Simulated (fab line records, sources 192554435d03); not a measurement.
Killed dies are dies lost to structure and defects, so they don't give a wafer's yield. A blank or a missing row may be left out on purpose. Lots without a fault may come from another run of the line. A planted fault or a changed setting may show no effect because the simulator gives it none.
Split-lot experiment | flow n5_finfet | 7 lots, 39 wafers read, on a route of 1938 steps

THE SPLIT
At N5_BEOL_M5_DESCUM_16 (chemistry O2, time 7 s), the setting time_s was moved away from the recipe's 7 s on 15 of the 39 wafers read, by -59.4% to +57.1%. The other wafers ran this setting at the recipe's value.

The file shows no step between the split and the reading.

THE READING
BEOL_M5.cd_nm (the simulator's own value, which no gauge read), in nm, at N5_BEOL_M5_ETCH_72 (etches underlayer in N2/H2, target depth 6.5 nm, time 5.2 s). The file gives no usual value for it. The 24 wafers here that ran the recipe average 28.2 nm, standard deviation 0.17 nm.

wafer  | tool, chamber at the split | time_s as run, s | against the recipe | BEOL_M5.cd_nm, nm | against lot-mates on the recipe
L079.1 | rie_diel-06, 3,1,1         | 7                | recipe             | 28.2              | -
L079.2 | rie_diel-06, 3,1,1         | 7                | recipe             | 28.4              | -
L079.5 | rie_diel-06, 3,1,1         | 7                | recipe             | 28.4              | -
L079.3 | rie_diel-06, 2,0,0         | 2.842            | -59.4%             | 27.8              | -0.5
L079.4 | rie_diel-06, 2,0,0         | 2.842            | -59.4%             | 27.8              | -0.5
L079.6 | rie_diel-06, 2,0,0         | 2.842            | -59.4%             | 27.8              | -0.5
L084.1 | rie_diel-06, 2,0,1,3       | 7                | recipe             | 28.4              | -
L084.3 | rie_diel-06, 3,2           | 7                | recipe             | 28.4              | -
L084.5 | rie_diel-06, 2,0,1,3       | 7                | recipe             | 28.4              | -
L084.6 | rie_diel-06, 3,2           | 7                | recipe             | 28.4              | -
L084.2 | rie_diel-06, 2,0,1,3       | 7                | recipe             | 28.2              | -
L084.4 | rie_diel-06, 2,0,1,3       | 7                | recipe             | 28.2              | -
L089.1 | rie_diel-03, 2,0,1         | 5.46             | -22.0%             | 27.8              | -0.3
L089.2 | rie_diel-03, 2,0,1         | 5.46             | -22.0%             | 28                | -0.1
L089.3 | rie_diel-03, 3,1,0         | 7                | recipe             | 28                | -
L089.4 | rie_diel-03, 3,1,0         | 7                | recipe             | 28                | -
L089.5 | rie_diel-03, 3,1,0         | 7                | recipe             | 28.2              | -
L089.6 | rie_diel-03, 2,0,1         | 5.46             | -22.0%             | 28.2              | +0.1
L088.1 | rie_diel-03, 3             | 11               | +57.1%             | 28.6              | +0.5
L088.5 | rie_diel-03, 3             | 11               | +57.1%             | 28.6              | +0.5
L088.2 | rie_diel-03, 1,2           | 7                | recipe             | 28                | -
L088.6 | rie_diel-03, 1,2           | 7                | recipe             | 28                | -
L088.3 | rie_diel-03, 2             | 11               | +57.1%             | 28.8              | +0.7
L088.4 | rie_diel-03, 0             | 7                | recipe             | 28.2              | -
L092.1 | rie_diel-06, 2             | 7                | recipe             | 28.2              | -
L092.3 | rie_diel-06, 0,3           | 7                | recipe             | 28.2              | -
L092.2 | rie_diel-06, 0,3           | 7                | recipe             | 28.4              | -
L092.4 | rie_diel-06, 1,3,0         | 5.558            | -20.6%             | 28                | -0.3
L092.5 | rie_diel-06, 1,3,0         | 5.558            | -20.6%             | 28                | -0.3
L092.6 | rie_diel-06, 1,3,0         | 5.558            | -20.6%             | 28                | -0.3
L094.1 | rie_diel-02, 3,0           | 7                | recipe             | 28                | -
L094.4 | rie_diel-02, 3,0           | 7                | recipe             | 28.2              | -
L094.6 | rie_diel-02, 2             | 7                | recipe             | 27.8              | -
L096.1 | rie_diel-06, 0             | 7                | recipe             | 28.2              | -
L096.6 | rie_diel-06, 3,0           | 7                | recipe             | 28.2              | -
L096.2 | rie_diel-06, 1,3,2         | 4.267            | -39.0%             | 27.8              | -0.3
L096.3 | rie_diel-06, 1,3,2         | 4.267            | -39.0%             | 27.8              | -0.3
L096.4 | rie_diel-06, 1,3,2         | 4.267            | -39.0%             | 27.6              | -0.5
L096.5 | rie_diel-06, 3,0           | 7                | recipe             | 28                | -
Where a row lists several chambers, the file gives one row for several wafers and doesn't say which wafer went through which chamber.

THE FIT
A straight line over all 39 wafers: BEOL_M5.cd_nm changes by +0.00824 nm for each +1% of time_s; r = +0.81; the points scatter about the line by 0.16 nm.
The same after taking each lot's own level away (the mean of its wafers on the recipe; 39 wafers): +0.0097 nm for each +1%; r = +0.91; scatter 0.11 nm.
On that fit, the largest move of time_s shifts the reading by 0.58 nm.
The lots' own levels span 28.00 to 28.33 nm, that is 2.0 times the standard deviation above.
So the lot-to-lot level changes the slope: the two fits differ.
Check: with one of the wafers moved furthest among these (-59.4%) left out of the fit, the line predicts -0.57 nm for it against its lot-mates. It came out at -0.533 nm against them.

OTHER SPLITS ON THESE WAFERS
These wafers also went through other splits before the reading. Each is held against what the fit with the lots' levels taken away leaves over:
other split on the same wafers     | wafers away from the commonest value | r with BEOL_M5.cd_nm (lot level and that fit taken away)
N5_BEOL_M2_SPUTTER_92 target_thk_a | 12                                   | +0.08

THE WHOLE CHAIN: every reading that the file lists as answering this split, in the file's order
step                 | what it does                                                | reading                                                                            | change (the file's fit)                | r (the file's)
N5_BEOL_M5_DESCUM_16 | chemistry O2, time 7 s                                      | CAR-EUV_of_BEOL_M5_COAT_05.thk_nm (the simulator's own value, which no gauge read) | -0.0349 nm for each +1% of the setting | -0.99
N5_BEOL_M5_ETCH_72   | etches underlayer in N2/H2, target depth 6.5 nm, time 5.2 s | BEOL_M5.cd_nm (the simulator's own value, which no gauge read)                     | +0.0096 nm for each +1% of the setting | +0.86

THE FILE'S OWN FIT
BEOL_M5.cd_nm changes by +0.0096 nm for each +1% of time_s, r = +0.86.
